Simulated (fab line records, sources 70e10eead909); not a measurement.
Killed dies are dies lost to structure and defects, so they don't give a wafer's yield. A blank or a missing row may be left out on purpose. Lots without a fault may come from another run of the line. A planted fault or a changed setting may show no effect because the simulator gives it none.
A struck lot beside a sound one | flow nand_harc | 14 steps out of a route of 1159
Sound: wafers L951.1, L951.2, L951.3. Struck: wafers L968.1, L968.2, L968.5. The cause comes at the end.
At each step with rows: each side's tool, then ch and its chambers, then its first start. Under that, the readings that differ: sound wafers | struck wafers | difference of the means | sigmas: that difference in standard deviations of wafers without a fault.
alike: readings whose means differ by less than 2 such deviations, and words and numbers that are the same on both sides. not compared: withheld readings, readings that some wafer has no value for, bounds like >300 that may hide the same value, and numbers for which the record gives no deviation and whose values overlap.
The two part at a step that has a row with sigmas, a row that says differs or no value, or rows on one side only. Numbers that don't overlap but have no deviation are shown without sigmas and don't part them. A reading that every wafer of one side lacks parts them only if that side has two wafers or more.

first, 4 steps without rows for these wafers: NHARC_A_STAIRCASE_EXPOSE_247 (exposes mask SDS 1); NHARC_A_STAIRCASE_PEB_248 (peb time 130 s); NHARC_A_STAIRCASE_DEVELOP_249 (time 140 s); NHARC_A_STAIRCASE_HARDBAKE_251 (time 140 s).
NHARC_A_STAIRCASE_DESCUM_252: chemistry O2, time 3 s.
  sound on rie_diel-06 ch 1,2,3, day 12 07:37; struck on rie_diel-10 ch 1,2, day 16 15:43
  alike: drypump_motor_current_A, oes_product_au, rf_vpp_V, showerhead_plenum_p_Torr, throttle_valve_pct
  not compared: rf_hours_counter_h
NHARC_A_STAIRCASE_ETCH_253: etches the open film in C4F8/O2, target depth 50 nm, time 20.2 s.
  sound on rie_diel-06 ch 0,2,3, day 12 07:43; struck on rie_diel-10 ch 0,1, day 16 15:49
  alike: oes_product_au, rf_vpp_V
  not compared: rf_hours_counter_h
NHARC_A_STAIRCASE_STRIP_254: strips in O2.
  sound on plasma_asher-01 ch 0,1, day 12 07:48; struck on plasma_asher-01 ch 0,1, day 16 15:55
  alike: drypump_motor_current_A, heater_power_w
  not compared: rf_hours_counter_h
then, 3 steps without rows for these wafers: NHARC_A_STAIRCASE_STRIP_255 (strips in SPM, time 900 s); NHARC_A_STAIRCASE_PRECLEAN_256 (cleans in SC1); NHARC_A_STAIRCASE_SRD_257.
NHARC_A_STAIRCASE_HM_DEP_456: deposits aC, target thk 1500 nm.
  sound on acl_dep-02 ch 0, day 12 09:14; struck on acl_dep-02 ch 0, day 16 16:44
  reading              | sound | struck               | difference                   | sigmas
  susceptor_temp_C (C) | - - - | 400.09 399.90 400.02 | no value on the sound wafers |
  alike: throttle_valve_pct
NHARC_A_STAIRCASE_DEP_259: deposits SiON, target thk 30 nm.
  sound on pecvd-01 ch 0,1,2, day 12 11:05; struck on pecvd-01 ch 0,2, day 16 18:35
  no value came back on the struck wafers for chamber_pressure_Torr (Torr), heater_power_outer_w (W), heater_power_w (W); on the sound wafers chamber_pressure_Torr (Torr) reads 3.500 3.507 3.492
then, 1 step without rows for these wafers: NHARC_A_STAIRCASE_DEHYDRATE_281 (time 120 s).
-- the record jumps here: 8 days lie between the struck wafers' starts before and after (it left off in module A_STAIRCASE and takes up again in module END, whose first step shown is number 1159 of the route) --
NHARC_END_SORT_01:
  the record has rows for the struck wafers here (prober-02 ch 0, day 24 21:08) and none for the sound ones

WHERE THEY PART
First at NHARC_A_STAIRCASE_HM_DEP_456; last, within this record, at NHARC_END_SORT_01.

WHY: what the simulator had put in
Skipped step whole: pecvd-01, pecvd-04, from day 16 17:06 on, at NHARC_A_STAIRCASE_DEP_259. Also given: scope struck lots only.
